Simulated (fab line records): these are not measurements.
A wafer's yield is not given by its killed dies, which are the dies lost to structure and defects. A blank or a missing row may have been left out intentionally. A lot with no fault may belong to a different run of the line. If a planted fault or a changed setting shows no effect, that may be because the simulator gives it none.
fab line records	flow n5-finfet
record: lots: 11	wafers: 31	last-day: 18
route steps=1938 shown BEOL_M8@1346
lots that met no fault: from a run of the same line without faults
start-h: the number of hours between the record's first day and the start of the first shown wafer of the lot	wait-h: time in hours since the lot's previous step	" repeats the value in the row above	L1.1+2: several wafers, shown together as one row	- no value, or no start given	* or withheld: withheld	< > ~ a bound
route shown NAME@n: a module of which the file shows steps, and the number in the route of the first	usual: mean/standard deviation of fault-free wafers	same: alike in all rows	chamber/n: place in a boat	sites: the reading at each site	_std_site: the values' standard deviation	_edge_site: inner sites' mean taken away from outer sites' mean	radius-mm: for every site, how far away it sits from the centre of the wafer	mask NAME#n: copy n	behind: tool/chamber where the wafer was last shaped	hold: cause of the lot's hold/its duration in hours/its outcome	device: which transistor (n, p or np) failed to switch	end of line: the same wafers' tests at the end of the route	for a step that has no rows: nothing shown but its recipe	killed: not the wafer's yield, but the dies lost to structure and defects at the first sort	map: dies across one wafer; x = killed, . = not, _ = none there
set.NAME: the setting that was run; set.NAME@STEP: the one run at that earlier step	model.NAME: the simulator's own value behind a step, which no gauge read
a sample of lots followed through the steps of the route, with each step as a table and each wafer as a row
services: a tool's chamber out of use, with start hour (start-h, from the record's first day; less than 0 if before it), hours out, and reason
== steps ==
step: N5_BEOL_M8_OVL_MEAS_12
recipe: points-per-wafer: 44
usual: M8_OVL: -0.2/0.77
lot.wafer	tool	chamber	start-h	wait-h	M8_OVL[nm]
L986.3	overlay-02	0	193.74	0.0	0.1
L986.4	"	0	"	"	0.4
L986.5	"	0	"	"	0.5
L989.2	overlay-02	0	213.55	0.0	-0.7
L989.3	"	0	"	"	0.9
L991.4	overlay-02	0	216.37	0.0	1.1
L991.5	"	0	"	"	-0.6
L991.6	"	0	"	"	0.4
L992.2	overlay-01	0	236.72	0.0	-1.1
L992.5	"	0	"	"	0.8
L992.6	"	0	"	"	-1.1
L994.2	overlay-01	0	262.87	0.0	-0.2
L994.4	"	0	"	"	0.2
L994.5	"	0	"	"	-1.2
L997.3	overlay-02	0	282.12	0.0	-1.1
L997.4	"	0	"	"	-1.3
L997.5	"	0	"	"	-1.7
L101.1	overlay-01	0	301.62	0.0	-0.7
L101.3	"	0	"	"	-1.2
L101.6	"	0	"	"	-1.3
L103.1	overlay-02	0	304.05	0.0	-0.6
L103.3	"	0	"	"	-0.6
L105.1	overlay-01	0	322.55	0.0	-0.1
L105.3	"	0	"	"	0.5
L105.6	"	0	"	"	-1.0
L107.1	overlay-01	0	341.71	0.0	-1.0
L107.2	"	0	"	"	0.3
L107.5	"	0	"	"	-0.6
L109.1	overlay-01	0	349.27	0.0	-1.3
L109.2	"	0	"	"	-0.6
L109.5	"	0	"	"	-0.9
step: N5_BEOL_M8_ETCH_61
recipe: chemistry: CF4	target: SiARC	target-depth-a: 455	mask-material: CAR-ArF	time-s: 75.8	ion-energy-ev: 80	pressure-mtorr: 40	source-w: 545	bias-w: 36	Ar_flow_sccm: 100	cf4-flow-sccm: 100	ends: cleared
usual: cf4-flow-sccm: 100.0/0.31	drypump-motor-current-A: 5.9/0.51	etch-rf-on-time-s: 75.4/1.7	oes-product-au: 0.69/0.082	rf-fwd-power-W: 539.4/2.3	rf-vpp-V: 184.4/1.1	showerhead-plenum-p-Torr: 2.16/0.068	throttle-valve-pct: 15.61/0.16
lot.wafer	tool	chamber	start-h	wait-h	cf4-flow-sccm	drypump-motor-current-A	etch-rf-on-time-s	oes-product-au	rf-fwd-power-W	rf-hours-counter-h	rf-vpp-V	showerhead-plenum-p-Torr	throttle-valve-pct
L986.3	rie-diel-05	1	194.31	0.0	99.8	6.2	75.1	0.61	542.1	202	182.8	2.13	15.59
L986.4	"	1	"	"	99.8	6.2	75.0	0.61	542.9	-	183.9	2.13	15.58
L986.5	"	2	"	"	100.3	5.7	74.9	0.88	537.3	-	183.6	2.11	15.38
L989.2	rie-diel-01	1	213.64	0.0	100.4	6.5	81.4	0.57	543.5	239	184.5	2.12	16.11
L989.3	"	3	"	"	100.0	5.9	73.1	0.78	540.6	31	184.0	2.19	15.57
L991.4	rie-diel-01	3	216.46	0.0	99.9	5.9	72.8	0.77	541.8	32	184.9	2.19	15.55
L991.5	"	0	"	"	100.1	5.6	74.9	0.81	536.8	-	184.1	2.27	15.50
L991.6	"	3	"	"	99.9	5.9	72.4	0.78	538.5	-	183.9	2.19	15.57
L992.2	rie-diel-02	0	236.82	0.0	99.6	6.0	75.8	0.65	539.0	129	184.7	2.06	15.62
L992.5	"	2	"	"	99.7	6.3	74.2	0.73	541.6	-	184.6	2.25	15.43
L992.6	"	1	"	"	100.5	5.4	75.2	0.60	540.0	-	183.9	2.12	15.77
L994.2	rie-diel-05	0	263.08	0.0	100.3	5.6	74.1	0.80	535.0	14	182.9	2.11	15.39
L994.4	"	1	"	"	100.4	6.2	75.0	0.60	541.8	230	183.9	2.12	15.65
L994.5	"	0	"	"	100.3	5.6	73.7	0.80	534.1	-	183.9	2.11	15.38
L997.3	rie-diel-01	3	282.21	0.0	100.0	5.9	72.3	0.75	540.8	59	184.5	2.18	15.64
L997.4	"	1	"	"	100.3	6.5	76.4	0.82	540.0	7	183.2	2.12	15.66
L997.5	"	3	"	"	100.0	5.9	72.1	0.75	539.5	-	184.1	2.18	15.62
L101.1	rie-diel-05	3	301.72	0.0	100.4	5.5	78.4	0.68	536.4	93	184.7	2.26	15.65
L101.3	"	1	"	"	99.6	6.2	76.4	0.59	542.7	241	183.7	2.12	15.67
L101.6	"	1	"	"	99.6	6.2	76.0	0.58	541.7	-	184.8	2.12	15.67
L103.1	rie-diel-05	2	304.14	0.0	99.5	5.7	76.6	0.77	538.4	40	183.7	2.10	15.46
L103.3	"	1	"	"	99.9	6.1	76.6	0.58	541.5	242	182.6	2.12	15.67
L105.1	rie-diel-02	2	322.65	0.0	100.1	6.3	74.7	0.70	537.5	97	183.8	2.24	15.47
L105.3	"	1	"	"	100.1	5.5	74.9	0.59	542.4	243	184.0	2.11	15.82
L105.6	"	0	"	"	99.8	6.0	76.0	0.63	539.8	-	183.7	2.05	15.68
L107.1	rie-diel-02	0	342.25	0.0	99.9	6.0	76.4	0.62	540.3	165	182.6	2.05	15.68
L107.2	"	3	"	"	99.7	6.6	75.3	0.60	541.2	213	182.3	2.11	15.67
L107.5	"	3	"	"	100.3	6.6	75.4	0.61	543.1	-	184.7	2.11	15.68
L109.1	rie-diel-05	1	349.65	0.0	99.3	6.2	73.8	0.85	540.8	2	183.8	2.12	15.24
L109.2	"	2	"	"	99.5	5.7	75.1	0.76	538.1	61	183.5	2.09	15.50
L109.5	"	1	"	"	99.3	6.2	73.6	0.85	542.3	-	183.3	2.12	15.24
step: N5_BEOL_M8_ETCH_65
recipe: chemistry: CF4	target: SiARC	target-depth-a: 156	mask-material: CAR-EUV	time-s: 26	ion-energy-ev: 80	pressure-mtorr: 40	source-w: 545	bias-w: 36	Ar_flow_sccm: 100	cf4-flow-sccm: 100	ends: cleared
usual: cf4-flow-sccm: 100.01/0.3	drypump-motor-current-A: 5.8/0.41	etch-rf-on-time-s: 25.9/0.49	oes-product-au: 0.70/0.077	rf-fwd-power-W: 532.2/2.4	rf-vpp-V: 184.4/1.3	showerhead-plenum-p-Torr: 2.16/0.069	throttle-valve-pct: 15.57/0.12
lot.wafer	tool	chamber	start-h	wait-h	cf4-flow-sccm	drypump-motor-current-A	etch-rf-on-time-s	oes-product-au	rf-fwd-power-W	rf-hours-counter-h	rf-vpp-V	showerhead-plenum-p-Torr	throttle-valve-pct
L986.3	rie-diel-05	2	202.06	0.0	99.95	5.7	26.0	0.84	529.7	4	183.4	2.11	15.39
L986.4	"	3	"	"	99.94	5.5	26.5	0.72	530.4	-	186.5	2.27	15.56
L986.5	"	2	"	"	99.67	5.7	25.9	0.84	531.8	-	184.4	2.11	15.39
L989.2	rie-diel-02	1	214.69	0.0	100.20	5.4	25.1	0.61	529.2	206	184.6	2.12	15.73
L989.3	"	3	"	"	100.47	6.6	25.6	0.63	532.0	170	184.5	2.13	15.59
L991.4	rie-diel-05	1	217.38	0.0	100.30	6.2	25.8	0.61	538.0	-	184.0	2.13	15.62
L991.5	"	3	"	"	100.12	5.5	26.4	0.71	531.4	-	185.5	2.27	15.59
L991.6	"	2	"	"	99.71	5.7	26.1	0.82	528.6	-	182.9	2.11	15.39
L992.2	rie-diel-05	0	239.61	0.0	99.33	5.6	25.4	0.82	529.1	7	183.8	2.11	15.38
L992.5	"	3	"	"	100.05	5.5	26.7	0.69	532.7	-	186.3	2.26	15.60
L992.6	"	0	"	"	99.45	5.6	25.2	0.82	527.9	-	183.5	2.11	15.38
L994.2	rie-diel-05	2	266.79	0.0	100.35	5.7	26.2	0.79	530.4	29	182.9	2.10	15.43
L994.4	"	1	"	"	100.23	6.2	26.2	0.59	533.6	231	183.5	2.12	15.63
L994.5	"	0	"	"	100.08	5.6	25.5	0.80	529.1	-	182.4	2.11	15.39
L997.3	rie-diel-05	3	286.13	0.0	99.77	5.5	26.6	0.68	531.3	88	186.5	2.26	15.63
L997.4	"	0	"	"	100.64	5.6	25.5	0.78	533.7	21	183.1	2.11	15.41
L997.5	"	1	"	"	100.27	6.2	26.2	0.59	534.6	-	182.0	2.12	15.66
L101.1	rie-diel-05	1	302.91	0.0	99.76	6.2	25.9	0.59	535.4	242	184.6	2.12	15.67
L101.3	"	2	"	"	99.61	5.7	21.3	0.87	662.0	40	170.0	2.10	15.46
L101.6	"	2	"	"	99.68	5.7	21.4	0.86	660.2	-	170.3	2.10	15.48
L103.1	rie-diel-05	2	306.34	0.0	100.38	5.7	21.4	0.86	663.4	42	169.2	2.10	15.45
L103.3	"	1	"	"	99.38	6.2	26.1	0.59	537.3	243	185.2	2.12	15.68
L105.1	rie-diel-02	1	324.11	0.0	100.03	5.4	25.3	0.59	531.2	244	183.5	2.11	15.80
L105.3	"	0	"	"	100.27	6.0	25.7	0.64	531.8	159	183.4	2.05	15.68
L105.6	"	1	"	"	100.17	5.4	25.3	0.59	531.7	-	183.4	2.11	15.78
L107.1	rie-diel-01	1	343.65	0.0	100.15	6.4	26.4	0.77	531.4	31	183.4	2.11	15.73
L107.2	"	0	"	"	99.61	5.6	25.8	0.74	534.2	65	185.9	2.26	15.59
L107.5	"	0	"	"	99.71	5.6	25.6	0.74	531.8	-	185.5	2.26	15.60
L109.1	rie-diel-02	2	352.55	0.0	99.99	6.4	25.6	0.69	532.7	110	185.7	2.24	15.50
L109.2	"	0	"	"	99.37	6.0	25.8	0.63	529.9	171	183.3	2.05	15.70
L109.5	"	0	"	"	99.96	6.0	25.9	0.63	529.9	-	183.4	2.05	15.69
step: N5_BEOL_M8_CD_MEAS_35
recipe: target-cd-nm: 40	polarity: opening
usual: cd-nm: 39.8/0.54
lot.wafer	tool	chamber	start-h	wait-h	cd-nm
L986.3	cd-sem-02	-	202.59	0.0	40.0
L986.4	"	-	"	"	39.2
L986.5	"	-	"	"	39.7
L989.2	cd-sem-02	-	215.23	0.0	39.3
L989.3	"	-	"	"	39.1
L991.4	cd-sem-02	-	217.91	0.0	40.0
L991.5	"	-	"	"	39.3
L991.6	"	-	"	"	39.4
L992.2	cd-sem-03	-	240.14	0.0	39.6
L992.5	"	-	"	"	40.3
L992.6	"	-	"	"	40.0
L994.2	cd-sem-03	-	267.32	0.0	39.3
L994.4	"	-	"	"	38.9
L994.5	"	-	"	"	39.5
L997.3	cd-sem-02	-	286.66	0.0	39.5
L997.4	"	-	"	"	40.5
L997.5	"	-	"	"	39.9
L101.1	cd-sem-03	-	303.44	0.0	40.4
L101.3	"	-	"	"	40.7
L101.6	"	-	"	"	40.8
L103.1	cd-sem-01	-	306.87	0.0	39.5
L103.3	"	-	"	"	40.3
L105.1	cd-sem-02	-	324.64	0.0	40.7
L105.3	"	-	"	"	39.8
L105.6	"	-	"	"	38.5
L107.1	cd-sem-01	-	344.18	0.0	39.5
L107.2	"	-	"	"	39.9
L107.5	"	-	"	"	40.2
L109.1	cd-sem-01	-	353.25	0.0	39.6
L109.2	"	-	"	"	40.2
L109.5	"	-	"	"	39.7
== services ==
tool	chamber	start-h	hours	kind
rie-diel-05	2	174.17	-	clean
rie-diel-05	2	174.17	-	consumable-replace:focus-ring
rie-diel-05	2	174.17	18.4	scheduled-down
rie-diel-05	2	174.17	18.4	vent-cycle
rie-diel-05	0	193.08	-	clean
rie-diel-05	0	193.08	-	consumable-replace:focus-ring
rie-diel-05	0	193.08	30.1	scheduled-down
rie-diel-05	0	193.08	30.1	vent-cycle
rie-diel-02	-	195.44	3.7	repair
rie-diel-01	1	244.89	-	clean
rie-diel-01	1	244.89	-	consumable-replace:focus-ring
rie-diel-01	1	244.89	16.2	scheduled-down
rie-diel-02	2	248.76	6.5	repair
rie-diel-01	-	253.57	0.8	repair
rie-diel-01	0	325.99	3.7	repair
rie-diel-05	1	326.14	-	clean
rie-diel-05	1	326.14	-	consumable-replace:focus-ring
rie-diel-05	1	326.14	19.0	scheduled-down
rie-diel-05	1	326.14	19.0	vent-cycle
rie-diel-01	-	335.81	0.4	repair
rie-diel-05	0	336.10	17.6	repair
rie-diel-02	1	341.39	-	clean
rie-diel-02	1	341.39	-	consumable-replace:focus-ring
rie-diel-02	3	345.83	8.4	repair
== key ==
first-sign: step: N5_BEOL_M8_ETCH_65	reading: rf-fwd-power-W	direction: up	sigmas: 54	usual: *	struck: *
effect: step: N5_BEOL_M8_ETCH_65	reading: rf-vpp-V	direction: down	sigmas: 11	usual: 184.4	struck: 169.8
met-at N5_BEOL_M8_ETCH_65
struck-lots L101,L103
struck-wafers L101.3,L101.6,L103.1
not-acting-at N5_BEOL_M8_OVL_MEAS_12,N5_BEOL_M8_ETCH_61,N5_BEOL_M8_CD_MEAS_35
onset-between 266.79 302.91
earlier-fault: kind: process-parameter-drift	tool: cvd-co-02	chamber: 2	onset-h: 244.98	steps: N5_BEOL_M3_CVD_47	channel: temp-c	offset: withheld	shape: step	acts-in: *
fault: kind: process-parameter-drift	tool: rie-diel-05	chamber: 2	onset-h: 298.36	steps: N5_BEOL_M8_ETCH_65	channel: source-w	offset: 130.8	shape: step	acts-in: these-recipes-only	stated: 545
